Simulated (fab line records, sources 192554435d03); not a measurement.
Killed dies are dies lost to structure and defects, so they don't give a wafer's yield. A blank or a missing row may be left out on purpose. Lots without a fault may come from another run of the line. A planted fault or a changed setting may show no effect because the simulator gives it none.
Split-lot experiment | flow n5_finfet | 7 lots, 39 wafers read, on a route of 1938 steps

THE SPLIT
At N5_BEOL_M3_ILD_DEP_00 (deposits SiOC from DEMS/O2, target thk 79 nm, time 15.3 s), the setting target_thk_a was moved away from the recipe's 790 angstrom on 18 of the 39 wafers read, by -53.5% to +40.3%. The other wafers ran this setting at the recipe's value.

The file shows no step between the split and the reading.

THE READING
M3_ILD_THK, in nm, at N5_BEOL_M3_THK_MEAS_01. Fault-free wafers of this fab line usually give 79.1 nm, standard deviation 0.98 nm.

wafer  | tool, chamber at the split | target_thk_a as run, angstrom | against the recipe | M3_ILD_THK, nm | against lot-mates on the recipe
L074.1 | pecvd-03, 1                | 790                           | recipe             | 79.0           | -
L074.2 | pecvd-03, 0                | 1108                          | +40.3%             | 111.5          | +31.3
L074.3 | pecvd-03, 2                | 1108                          | +40.3%             | 111.1          | +30.9
L074.4 | pecvd-03, 2                | 790                           | recipe             | 80.5           | -
L074.5 | pecvd-03, 0                | 1108                          | +40.3%             | 113.3          | +33.1
L074.6 | pecvd-03, 1                | 790                           | recipe             | 81.0           | -
L080.1 | pecvd-02, 2                | 790                           | recipe             | 79.5           | -
L080.2 | pecvd-02, 0                | 1014                          | +28.4%             | 100.3          | +21.2
L080.3 | pecvd-02, 1                | 790                           | recipe             | 78.7           | -
L080.4 | pecvd-02, 1                | 1014                          | +28.4%             | 102.4          | +23.3
L080.5 | pecvd-02, 2                | 1014                          | +28.4%             | 102.5          | +23.4
L080.6 | pecvd-02, 0                | 790                           | recipe             | 79.0           | -
L085.2 | pecvd-03, 2                | 790                           | recipe             | 78.9           | -
L085.3 | pecvd-03, 0                | 790                           | recipe             | 77.9           | -
L085.4 | pecvd-03, 0                | 790                           | recipe             | 78.8           | -
L087.1 | pecvd-02, 1                | 448.2                         | -43.3%             | 44.1           | -35.4
L087.2 | pecvd-02, 0                | 790                           | recipe             | 78.4           | -
L087.3 | pecvd-02, 1                | 790                           | recipe             | 80.2           | -
L087.4 | pecvd-02, 0                | 448.2                         | -43.3%             | 45.3           | -34.2
L087.5 | pecvd-02, 0                | 790                           | recipe             | 79.8           | -
L087.6 | pecvd-02, 1                | 448.2                         | -43.3%             | 46.8           | -32.7
L090.1 | pecvd-02, 1                | 367.6                         | -53.5%             | 35.9           | -43.0
L090.2 | pecvd-02, 2                | 367.6                         | -53.5%             | 37.2           | -41.7
L090.3 | pecvd-02, 0                | 790                           | recipe             | 78.1           | -
L090.4 | pecvd-02, 0,1              | 790                           | recipe             | 79.2           | -
L090.5 | pecvd-02, 0,1              | 790                           | recipe             | 79.3           | -
L090.6 | pecvd-02, 2                | 367.6                         | -53.5%             | 37.4           | -41.5
L095.1 | pecvd-03, 1                | 790                           | recipe             | 76.9           | -
L095.2 | pecvd-03, 0                | 495.2                         | -37.3%             | 47.7           | -30.4
L095.3 | pecvd-03, 2                | 495.2                         | -37.3%             | 49.1           | -29.0
L095.4 | pecvd-03, 1,2              | 790                           | recipe             | 78.7           | -
L095.5 | pecvd-03, 1,2              | 790                           | recipe             | 78.6           | -
L095.6 | pecvd-03, 0                | 495.2                         | -37.3%             | 49.5           | -28.6
L096.1 | pecvd-02, 2,1              | 790                           | recipe             | 78.0           | -
L096.2 | pecvd-02, 2,1              | 790                           | recipe             | 78.1           | -
L096.3 | pecvd-02, 0                | 621                           | -21.4%             | 61.3           | -17.4
L096.4 | pecvd-02, 2                | 621                           | -21.4%             | 62.7           | -16.0
L096.5 | pecvd-02, 1                | 790                           | recipe             | 80.1           | -
L096.6 | pecvd-02, 0                | 621                           | -21.4%             | 62.5           | -16.2
Where a row lists several chambers, the file gives one row for several wafers and doesn't say which wafer went through which chamber.

THE FIT
A straight line over all 39 wafers: M3_ILD_THK changes by +0.798 nm for each +1% of target_thk_a; r = +1.00; the points scatter about the line by 1 nm.
The same after taking each lot's own level away (the mean of its wafers on the recipe; 39 wafers): +0.788 nm for each +1%; r = +1.00; scatter 0.82 nm.
On that fit, the largest move of target_thk_a shifts the reading by 42 nm.
The lots' own levels span 78.07 to 80.17 nm, that is 2.1 times the standard deviation above.
So the lot-to-lot level changes the slope little: the two slopes agree.
Check: with one of the wafers moved furthest among these (-53.5%) left out of the fit, the line predicts -42 nm for it against its lot-mates. It came out at -43 nm against them.

OTHER SPLITS ON THESE WAFERS
These wafers also went through other splits before the reading. Each is held against what the fit with the lots' levels taken away leaves over:
other split on the same wafers          | wafers away from the commonest value | r with M3_ILD_THK (lot level and that fit taken away)
N5_ZERO_LAYER_DEVELOP_10 develop_time_s | 18                                   | +0.13
N5_SDB_CUT_ETCH_26 target_depth_a       | 15                                   | +0.22
N5_HKMG_FIN_ETCH_67 target_depth_a      | 12                                   | +0.13
N5_MOL_CONTACT_COAG_ETCHBACK_135 time_s | 12                                   | +0.07

THE WHOLE CHAIN: every reading that the file lists as answering this split, in the file's order
step                   | what it does                                              | reading                                                                            | change (the file's fit)               | r (the file's)
N5_BEOL_M3_ILD_DEP_00  | deposits SiOC from DEMS/O2, target thk 79 nm, time 15.3 s | SiOC_of_BEOL_M3_ILD_DEP_00.thk_nm (the simulator's own value, which no gauge read) | +0.786 nm for each +1% of the setting | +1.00
N5_BEOL_M3_THK_MEAS_01 |                                                           | M3_ILD_THK                                                                         | +0.788 for each +1% of the setting    | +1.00

THE FILE'S OWN FIT
M3_ILD_THK changes by +0.788 nm for each +1% of target_thk_a, r = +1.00.
